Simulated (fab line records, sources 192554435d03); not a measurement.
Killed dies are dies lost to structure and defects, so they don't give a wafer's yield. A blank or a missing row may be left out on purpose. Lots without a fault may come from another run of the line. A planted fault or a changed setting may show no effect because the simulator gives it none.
A struck lot beside a sound one | flow n5_finfet | 40 steps out of a route of 1938
Sound: wafers L570.3, L570.4, L570.6. Struck: wafers L579.3, L579.4, L579.6. The cause comes at the end.
At each step with rows: each side's tool, then ch and its chambers, then its first start. Under that, the readings that differ: sound wafers | struck wafers | difference of the means | sigmas: that difference in standard deviations of wafers without a fault.
alike: readings whose means differ by less than 2 such deviations, and words and numbers that are the same on both sides. not compared: withheld readings, readings that some wafer has no value for, bounds like >300 that may hide the same value, and numbers for which the record gives no deviation and whose values overlap.
The two part at a step that has a row with sigmas, a row that says differs or no value, or rows on one side only. Numbers that don't overlap but have no deviation are shown without sigmas and don't part them. A reading that every wafer of one side lacks parts them only if that side has two wafers or more.

first, 10 steps without rows for these wafers: N5_DUMMY_GATE_ETCH_23 (etches poly-Si in HBr/Cl2/O2, target depth 41 nm, time 22.3 s); N5_DUMMY_GATE_ETCH_44 (etches poly-Si in HBr/O2, stops on SiO2, target depth 127.5 nm); N5_DUMMY_GATE_ETCH_42 (etches SiO2 in CHF3/O2, target depth 3.5 nm, time 31 s); N5_DUMMY_GATE_STRIP_48 (strips in N2/H2, time 20 s); N5_DUMMY_GATE_PRECLEAN_33 (cleans in dHF, time 10 s); N5_DUMMY_GATE_PRECLEAN_25 (cleans in O3/DIW, time 45 s); N5_DUMMY_GATE_PRECLEAN_51 (cleans in SC2, time 45 s); N5_DUMMY_GATE_SRD_26 (time 30 s); N5_DUMMY_GATE_UV_OZONE_45 (time 120 s); N5_SPACER0_ALD_07 (deposits SiNx, target thk 2 nm).
N5_SPACER0_ALD_00: deposits SiOCN, target thk 3.5 nm, pulse time 3 s, purge time 2 s.
  sound on ald_sin-03 ch 1,3, day 4 05:01; struck on ald_sin-03 ch 0,1,3, day 6 06:58
  reading                                   | sound       | struck      | difference | sigmas
  ald_cycles                                | 58 58 58    | 74 74 74    | +16        |
  model.SiOCN_of_SPACER0_ALD_00.thk_nm (nm) | 3.4 3.6 3.4 | 4.4 4.4 4.4 | +0.9       |
  alike: heater_power_w, precursor_pulse_height_rel
then, 25 steps without rows for these wafers: N5_SPACER0_ALD_08 (deposits SiNx, target thk 2 nm); N5_SD_EPI_N_COAT_32 (time 60 s, resist thk 350 nm); N5_SD_EPI_N_COAT_33 (time 60 s, resist thk 35 nm); N5_SD_EPI_N_COAT_03 (resist thk 150 nm); N5_SD_EPI_N_EBR_05; N5_SD_EPI_N_SOFTBAKE_04 (time 60 s); N5_SD_EPI_N_EXPOSE_06 (exposes mask SD N BLK, target cd 120 nm); N5_SD_EPI_N_PEB_07 (peb time 60 s); N5_SD_EPI_N_DEVELOP_08 (develop time 30 s); N5_SD_EPI_N_DESCUM_14 (chemistry O2, time 7.9 s); N5_SD_EPI_N_ETCH_34 (etches SiARC in CF4, target depth 45.5 nm, time 75.8 s); N5_SD_EPI_N_ETCH_35 (etches SOC in N2/H2, overetch 108 nm, time 486 s); N5_SD_EPI_N_STRIP_36 (strips in N2/H2); N5_SD_EPI_N_ETCHBACK_44 (etches SiNx in CH3F/O2, stops on SiO2, target depth 14.5 nm); N5_SD_EPI_N_ETCH_45 (etches SiOCN in CH3F/O2, target depth 6 nm); N5_SD_EPI_N_ETCH_16 (etches SiO2 in CHF3/O2, target depth 5 nm); N5_SD_EPI_N_STRIP_47 (strips in CHF3/O2); N5_SD_EPI_N_SD_RECESS_17 (chemistry HBr/Cl2/O2, target depth 41 nm, time 23.7 s, bt time 3 s); N5_SD_EPI_N_STRIP_38 (strips in N2/H2); N5_SD_EPI_N_WET_ETCH_43 (etches SiO2 in dHF, time 14 s, target depth 1.5 nm); N5_SD_EPI_N_STRIP_18 (strips in SPM, time 750 s); N5_SD_EPI_N_SRD_20 (time 30 s); N5_SD_EPI_N_PRECLEAN_48 (cleans in NF3:NH3, afs cycles 2, time 20 s, sublimation time 60 s); N5_SD_EPI_N_VAPOR_ETCH_50 (etches Si in HCl, time 54 s); N5_SD_EPI_N_EPI_21 (deposits Si:P, time 690 s).
N5_SD_EPI_P_VAPOR_ETCH_44: etches SiGe30 in NF3/Ar, time 3.3 s.
  sound on epi_rpcvd-02 ch 0, day 4 14:41; struck on epi_rpcvd-02 ch 0, day 6 14:59
N5_SD_EPI_P_PRECLEAN_32: cleans in dHF, time 10 s.
  sound on wet_bench-03 ch 1,4,5, day 4 17:07; struck on wet_bench-01 ch 1,2,7, day 6 17:25
  reading                                   | sound       | struck      | difference | sigmas
  model.SiOCN_of_SPACER0_ALD_00.thk_nm (nm) | 3.4 3.4 3.4 | 4.4 4.4 4.4 | +1.0       |
-- the record jumps here: 6 days lie between the struck wafers' starts before and after (it left off in module SD_EPI_P and takes up again in module BEOL_M4, whose first step shown is number 1111 of the route) --
N5_BEOL_M4_RC_MEAS_101:
  sound on prober-02 ch 0, day 9 12:08; struck on prober-02 ch 0, day 12 11:06
  reading         | sound             | struck            | difference | sigmas
  DIBL_N (mV/V)   | 36.1 35.4 36.4    | 31.9 32.6 33.0    | -3.5       | -3
  DIBL_P (mV/V)   | 35.4 34.3 35.9    | 38.0 38.5 38.8    | +3.2       | +2
  IOFF_N (nA/um)  | 0.151 0.138 0.154 | 0.092 0.096 0.096 | -0.053     | -2
  ION_N (uA/um)   | 676 673 677       | 629 631 635       | -44        | -5
  REXT_N (ohm.um) | 72.6 73.3 73.7    | 87.6 87.4 87.1    | +14.2      | +10
  VT_N (mV)       | 251.9 252.6 249.5 | 257.3 258.4 259.5 | +7.1       | +3
  alike: IOFF_P, ION_P, SS_N, SS_P, VT_P
-- the record jumps here: 4 days lie between the struck wafers' starts before and after (it left off in module BEOL_M4 and takes up again in module PASSIVATION, whose first step shown is number 1936 of the route) --
N5_PASSIVATION_PROBE_49:
  sound on prober-01, day 14 04:08; struck on prober-01, day 16 14:04
  reading              | sound          | struck          | difference | sigmas
  sort_bin_8_speed (%) | 0 0 0          | 10.93 4.07 6.02 | +7.01      | +99 or more
  sort_n_pass          | 1073 1079 1059 | 922 1018 973    | -99        | -6
  sort_yield_pct (%)   | 90.9 91.4 89.7 | 78.1 86.3 82.5  | -8.4       | -6
  alike: defect_limited_yield, killed_at_M0_to_M3, killed_at_M4_up, killed_at_contacts, killed_at_front_end, killed_at_other, killed_dies, killed_open, killed_short, sort_bin_5_function, sort_bin_6_memory

WHERE THEY PART
First at N5_BEOL_M4_RC_MEAS_101; last, within this record, at N5_PASSIVATION_PROBE_49.

WHY: what the simulator had put in
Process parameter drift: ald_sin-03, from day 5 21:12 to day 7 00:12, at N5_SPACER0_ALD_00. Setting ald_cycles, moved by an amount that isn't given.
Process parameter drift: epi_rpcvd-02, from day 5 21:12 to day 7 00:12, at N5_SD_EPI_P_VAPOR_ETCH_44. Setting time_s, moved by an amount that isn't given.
